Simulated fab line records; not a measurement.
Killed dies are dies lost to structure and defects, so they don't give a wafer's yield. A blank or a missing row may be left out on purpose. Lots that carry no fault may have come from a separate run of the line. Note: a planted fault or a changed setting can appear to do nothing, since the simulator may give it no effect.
Comparing a struck lot with a sound one    flow nandHarc    27 steps out of a route of 1159
Sound: wafers L565.2, L565.3, L565.4. Struck: wafer L574.2 (L574.1, L574.4, from the same lot, were not struck and are left out); the cause is given at the end.
For every step that has rows: the tool of each side, followed by ch and its chambers, followed by its first start. Under that, the readings that differ: sound wafers    struck wafers    difference of the means    sigmas: that difference in standard deviations of wafers without a fault.
alike: words and numbers the same on both sides, and readings whose means are apart by under 2 such deviations; not compared: readings that were withheld, readings missing a value for some wafer, numbers with overlapping values and no deviation given by the record, and bounds like >300 which may hide the same value.
The two part at a step that has a row with sigmas, a row that says differs or no value, or rows on one side only. Numbers that don't overlap but have no deviation are shown without sigmas and don't part them. Lack of a reading on every wafer of one side parts them only where that side has two or more wafers.

NHARC_A_CHANNEL_HOLE_D1_DESCUM_15: chemistry O2, time 3 s.
  sound on rieDiel-12 ch 1,2,3, day 7 16:51; struck on rieDiel-01 ch 2, day 10 16:25
  alike: drypumpMotorCurrentA, oesProductAu, rfVppV, showerheadPlenumPTorr, throttleValvePct
  not compared: rfHoursCounterH
then, 4 steps without rows for these wafers: NHARC_A_CHANNEL_HOLE_D1_ETCH_38 (etches the open film in CF4, target depth 39 nm, time 65 s); NHARC_A_CHANNEL_HOLE_D1_ETCH_39 (etches the open film in N2/H2, target depth 260 nm, time 325 s); NHARC_A_CHANNEL_HOLE_D1_ETCH_34 (etches the open film in CF4/CHF3, target depth 154 nm, time 77 s); NHARC_A_CHANNEL_HOLE_D1_ETCH_16 (etches the open film in O2/COS, target depth 3100 nm, time 806 s).
NHARC_A_CHANNEL_HOLE_D1_CD_MEAS_18:
  sound on cdSem-03, day 7 17:58; struck on cdSem-02, day 10 17:43
reading    sound            struck  difference  sigmas
cdNm (nm)  100.2 99.0 99.6  95.2    -4.4        -3
NHARC_A_CHANNEL_HOLE_D1_ETCH_19: etches the open film in C4F8/O2/Ar, time 34.5 s.
  sound on harEtch-01 ch 0,1, day 7 18:03; struck on harEtch-02 ch 0, day 10 17:47
  alike: drypumpMotorCurrentA, showerheadPlenumPTorr, tempC, throttleValvePct
  not compared: rfHoursCounterH
then, 1 step without rows for these wafers: NHARC_A_CHANNEL_HOLE_D1_ETCH_20 (etches the open film in C4F8/O2/Ar, time 361.9 s, target depth 1600 nm).
NHARC_A_CHANNEL_HOLE_D1_ETCH_21: etches the open film in C4F8/O2/Ar, time 514.3 s, target depth 1600 nm.
  sound on harEtch-01 ch 0,1, day 7 18:32; struck on harEtch-02 ch 0, day 10 18:13
  alike: drypumpMotorCurrentA, showerheadPlenumPTorr, tempC, throttleValvePct
  not compared: rfHoursCounterH
then, 2 steps without rows for these wafers: NHARC_A_CHANNEL_HOLE_D1_ETCH_22 (etches the open film in C4F8/O2/Ar, time 666.7 s, target depth 1600 nm); NHARC_A_CHANNEL_HOLE_D1_ETCH_23 (etches the open film in C4F8/O2/Ar, time 819 s, target depth 1600 nm).
NHARC_A_CHANNEL_HOLE_D1_ETCH_24: etches the open film in C4F8/O2/Ar, time 906.2 s, target depth 1500 nm.
  sound on harEtch-01 ch 0,1, day 7 20:16; struck on harEtch-02 ch 0, day 10 19:56
  alike: drypumpMotorCurrentA, showerheadPlenumPTorr, tempC, throttleValvePct
  not compared: rfHoursCounterH
NHARC_A_CHANNEL_HOLE_D1_ETCH_25: etches the open film in C4F8/O2/Ar, time 1040.2 s, target depth 1500 nm.
  sound on harEtch-01 ch 0,1, day 7 21:04; struck on harEtch-02 ch 0, day 10 20:41
  alike: drypumpMotorCurrentA, showerheadPlenumPTorr, tempC, throttleValvePct
  not compared: rfHoursCounterH
then, 1 step without rows for these wafers: NHARC_A_CHANNEL_HOLE_D1_ETCH_26 (etches the open film in C4F8/O2/Ar, time 224.1 s, target depth 300 nm).
NHARC_A_CHANNEL_HOLE_D1_ETCH_33: etches the open film in C4F8/O2/Ar, time 90 s, target depth 400 nm.
  sound on harEtch-01 ch 0,1, day 7 22:01; struck on harEtch-02 ch 0, day 10 21:45
  alike: drypumpMotorCurrentA, showerheadPlenumPTorr, tempC, throttleValvePct
  not compared: rfHoursCounterH
then, 7 steps without rows for these wafers: NHARC_A_CHANNEL_HOLE_D1_STRIP_41 (strips in N2/H2); NHARC_A_CHANNEL_HOLE_D1_STRIP_42 (strips in CF4/CHF3); NHARC_A_CHANNEL_HOLE_D1_STRIP_43 (strips in O2/COS); NHARC_A_CHANNEL_HOLE_D1_ETCH_44 (etches the open film in CF4/O2, target depth 140 nm, overetch 14 nm, time 77 s); NHARC_A_CHANNEL_HOLE_D1_STRIP_27 (strips in O2); NHARC_A_CHANNEL_HOLE_D1_PRECLEAN_28 (cleans in SC1); NHARC_A_CHANNEL_HOLE_D1_SRD_29.
NHARC_A_CHANNEL_HOLE_D1_CD_MEAS_30:
  sound on cdSem-03, day 7 23:32; struck on cdSem-02, day 10 23:17
  alike: cdNm
after that, 1 step had no rows for these wafers: NHARC_A_CHANNEL_HOLE_D1_XSEM_31.
NHARC_A_CHANNEL_HOLE_D1_INSPECT_40:
  sound on defectInspect-02, day 7 23:43; struck on defectInspect-02, day 10 23:29
reading         sound     struck  difference  sigmas
rawDefectCount  76 50 60  414     +352        +21
then, 1 step without rows for these wafers: NHARC_A_CHANNEL_FILL_D1_PRECLEAN_00 (cleans in SC1).
-- record jumps: 13 days between struck wafers' starts before vs after; left off in module A_CHANNEL_FILL_D1, resumes in module END, first step shown is number 1159 of the route --
NHARC_END_SORT_01:
  at this point the record logs the struck wafers (prober-01 ch 0, day 24 05:35) and has no rows for the sound ones

WHERE THEY PART
First at NHARC_A_CHANNEL_HOLE_D1_CD_MEAS_18; last, within this record, at NHARC_END_SORT_01.

WHY: whatever the simulator had introduced
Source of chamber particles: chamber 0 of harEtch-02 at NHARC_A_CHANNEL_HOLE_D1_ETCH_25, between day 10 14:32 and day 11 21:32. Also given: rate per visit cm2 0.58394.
